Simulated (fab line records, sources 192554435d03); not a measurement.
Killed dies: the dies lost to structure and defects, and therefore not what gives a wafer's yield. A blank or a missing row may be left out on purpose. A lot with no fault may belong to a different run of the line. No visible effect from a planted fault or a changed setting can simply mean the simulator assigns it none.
Matching of chambers + flow n5_finfet + N5_FIN_SAQP_ALD_61 on ald_sin-01 has 4 sister chambers
The step deposits SiO2, target thk 4 nm, pulse time 1 s, purge time 2 s. 8 wafers are shown with their chamber, then 8 later ones without.

== EACH WAFER AND ITS CHAMBER ==
| wafer  | chamber | heater_power_w (W) | precursor_pulse_height_rel |
|--------|---------|--------------------|----------------------------|
| L594.2 | 3       | 525                | 0.994                      |
| L604.3 | 2       | 447                | 0.973                      |
| L604.4 | 0       | 532                | 1.009                      |
| L604.5 | 0       | 534                | 1.006                      |
| L606.2 | 2       | 458                | 0.978                      |
| L606.6 | 3       | 502                | 0.984                      |
| L607.1 | 1       | 481                | 1.001                      |
| L611.1 | 1       | 475                | 0.984                      |

== WAFERS MISSING THEIR CHAMBER ==
| wafer  | heater_power_w (W) | precursor_pulse_height_rel |
|--------|--------------------|----------------------------|
| L611.3 | 445                | 1.010                      |
| L611.5 | 530                | 1.009                      |
| L612.1 | 529                | 0.997                      |
| L612.2 | 483                | 0.967                      |
| L612.4 | 501                | 0.987                      |
| L615.4 | 537                | 1.008                      |
| L615.5 | 519                | 0.988                      |
| L615.6 | 533                | 1.007                      |

== EACH ONE'S CHAMBER ==
| wafer  | from the rows above          | in truth |
|--------|------------------------------|----------|
| L611.3 | can't be placed: 1 or 2      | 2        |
| L611.5 | 0                            | 0        |
| L612.1 | can't be placed: 0 or 3      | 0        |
| L612.2 | can't be placed: 2 or 1 or 3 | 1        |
| L612.4 | can't be placed: 3 or 1      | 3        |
| L615.4 | 0                            | 0        |
| L615.5 | 3                            | 3        |
| L615.6 | 0                            | 0        |
Correctly placed: 4 of 8. These rows do not allow placing 4 (true chamber among the candidates in 4). 0 placed wrongly.
How it was worked out, from the rows above alone: a wafer's distance from a chamber is the root of the sum, over the readings, of the square of ((its reading less the chamber's mean) divided by the reading's scatter). If the next closest chamber is less than 2 further off than the closest, the wafer can't be placed; otherwise it belongs to the closest. A chamber's mean is the mean of its shown wafers. How the scatter is found: for the shown wafers, subtract from each reading the mean of its chamber, square and add these, divide the total by (wafers less chambers), then take the root.
